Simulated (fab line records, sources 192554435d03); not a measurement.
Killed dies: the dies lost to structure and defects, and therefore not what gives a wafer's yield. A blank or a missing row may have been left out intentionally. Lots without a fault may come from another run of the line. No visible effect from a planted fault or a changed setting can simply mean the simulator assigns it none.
Split-lot experiment :: flow n5Finfet :: route with 1938 steps; 7 lots, 21 wafers read

THE SPLIT
At N5_SDB_ALD_29 (deposits SiNx, target thk 30 nm, pulse time 1 s, ald cycles 600), the setting aldCycles was moved away from the recipe's 600 on 6 of the 21 wafers read, by -8.0% to +15.5%. For the rest of the wafers, this setting stayed at what the recipe calls for.

The reading is taken at the split's own step.

THE READING
SiNx_of_SDB_ALD_29.thkNm (the simulator's own value, which no gauge read), in nm, at N5_SDB_ALD_29 (deposits SiNx, target thk 30 nm, pulse time 1 s, ald cycles 600). The file gives no usual value for it. Across the 15 wafers here that went through the recipe, the average is 30.0 nm and the standard deviation 0.15 nm.

wafer: L074.1
tool, chamber at the split: aldSin-04, 1,0
aldCycles as run: 600
against the recipe: recipe
SiNx_of_SDB_ALD_29.thkNm, nm: 29.8
against lot-mates on the recipe: -

wafer: L074.2
tool, chamber at the split: aldSin-04, 1,0
aldCycles as run: 600
against the recipe: recipe
SiNx_of_SDB_ALD_29.thkNm, nm: 29.8
against lot-mates on the recipe: -

wafer: L074.4
tool, chamber at the split: aldSin-04, 2
aldCycles as run: 600
against the recipe: recipe
SiNx_of_SDB_ALD_29.thkNm, nm: 30
against lot-mates on the recipe: -

wafer: L076.1
tool, chamber at the split: aldSin-02, 2
aldCycles as run: 600
against the recipe: recipe
SiNx_of_SDB_ALD_29.thkNm, nm: 30.2
against lot-mates on the recipe: -

wafer: L076.3
tool, chamber at the split: aldSin-02, 1
aldCycles as run: 600
against the recipe: recipe
SiNx_of_SDB_ALD_29.thkNm, nm: 30.4
against lot-mates on the recipe: -

wafer: L076.4
tool, chamber at the split: aldSin-02, 3
aldCycles as run: 600
against the recipe: recipe
SiNx_of_SDB_ALD_29.thkNm, nm: 30
against lot-mates on the recipe: -

wafer: L078.2
tool, chamber at the split: aldSin-03, 1,0
aldCycles as run: 600
against the recipe: recipe
SiNx_of_SDB_ALD_29.thkNm, nm: 30
against lot-mates on the recipe: -

wafer: L078.4
tool, chamber at the split: aldSin-03, 1,0
aldCycles as run: 600
against the recipe: recipe
SiNx_of_SDB_ALD_29.thkNm, nm: 30
against lot-mates on the recipe: -

wafer: L078.3
tool, chamber at the split: aldSin-03, 2
aldCycles as run: 641
against the recipe: +6.8%
SiNx_of_SDB_ALD_29.thkNm, nm: 32.2
against lot-mates on the recipe: +2.2

wafer: L082.3
tool, chamber at the split: aldSin-03, 2
aldCycles as run: 687
against the recipe: +14.5%
SiNx_of_SDB_ALD_29.thkNm, nm: 34.4
against lot-mates on the recipe: +4.4

wafer: L082.5
tool, chamber at the split: aldSin-03, 2
aldCycles as run: 687
against the recipe: +14.5%
SiNx_of_SDB_ALD_29.thkNm, nm: 34.4
against lot-mates on the recipe: +4.4

wafer: L082.6
tool, chamber at the split: aldSin-03, 3
aldCycles as run: 600
against the recipe: recipe
SiNx_of_SDB_ALD_29.thkNm, nm: 30
against lot-mates on the recipe: -

wafer: L089.1
tool, chamber at the split: aldSin-03, 3
aldCycles as run: 600
against the recipe: recipe
SiNx_of_SDB_ALD_29.thkNm, nm: 29.8
against lot-mates on the recipe: -

wafer: L089.2
tool, chamber at the split: aldSin-03, 2
aldCycles as run: 552
against the recipe: -8.0%
SiNx_of_SDB_ALD_29.thkNm, nm: 27.6
against lot-mates on the recipe: -2.2

wafer: L089.5
tool, chamber at the split: aldSin-03, 1
aldCycles as run: 552
against the recipe: -8.0%
SiNx_of_SDB_ALD_29.thkNm, nm: 27.2
against lot-mates on the recipe: -2.6

wafer: L090.1
tool, chamber at the split: aldSin-04, 0,1,3
aldCycles as run: 600
against the recipe: recipe
SiNx_of_SDB_ALD_29.thkNm, nm: 30
against lot-mates on the recipe: -

wafer: L090.4
tool, chamber at the split: aldSin-04, 0,1,3
aldCycles as run: 600
against the recipe: recipe
SiNx_of_SDB_ALD_29.thkNm, nm: 30
against lot-mates on the recipe: -

wafer: L090.6
tool, chamber at the split: aldSin-04, 0,1,3
aldCycles as run: 600
against the recipe: recipe
SiNx_of_SDB_ALD_29.thkNm, nm: 30
against lot-mates on the recipe: -

wafer: L094.2
tool, chamber at the split: aldSin-02, 1
aldCycles as run: 600
against the recipe: recipe
SiNx_of_SDB_ALD_29.thkNm, nm: 30
against lot-mates on the recipe: -

wafer: L094.5
tool, chamber at the split: aldSin-02, 1
aldCycles as run: 600
against the recipe: recipe
SiNx_of_SDB_ALD_29.thkNm, nm: 30
against lot-mates on the recipe: -

wafer: L094.4
tool, chamber at the split: aldSin-02, 3
aldCycles as run: 693
against the recipe: +15.5%
SiNx_of_SDB_ALD_29.thkNm, nm: 34.6
against lot-mates on the recipe: +4.6
If several chambers appear in one row, that row covers several wafers at once and the file leaves open which wafer was in which chamber.

FIT RESULTS
A straight line over all 21 wafers: SiNx_of_SDB_ALD_29.thkNm changes by +0.307 nm for each +1% of aldCycles; r = +1.00; the points scatter about the line by 0.16 nm.
The same after taking each lot's own level away (the mean of its wafers on the recipe; 21 wafers): +0.302 nm for each +1%; r = +1.00; scatter 0.11 nm.
The reading moves by 4.7 nm for the largest change in aldCycles, on that fit.
The span of the lots' own levels, 29.80 to 30.20 nm, comes to 2.7 times the standard deviation stated above.
The two slopes are in agreement: the lot-to-lot level therefore moves the slope only a little.
Check: for one of the wafers moved furthest among these (+15.5%), held out of the fit, the line's prediction against its lot-mates is +4.72 nm. Against them it came out at +4.6 nm.

OTHER SPLITS ON THESE WAFERS
Note: prior to the reading, these wafers also went through further splits. Each is held against what the fit with the lots' levels taken away leaves over:
other split on the same wafers: N5_ILD0_ALD_15 aldCycles
wafers away from the commonest value: 9
r with SiNx_of_SDB_ALD_29.thkNm (lot level and that fit taken away): +0.21

other split on the same wafers: N5_SDB_EXPOSE_08 doseMj
wafers away from the commonest value: 11
r with SiNx_of_SDB_ALD_29.thkNm (lot level and that fit taken away): -0.02

THE FILE'S OWN FIT
SiNx_of_SDB_ALD_29.thkNm changes by +0.302 nm for each +1% of aldCycles, r = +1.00.
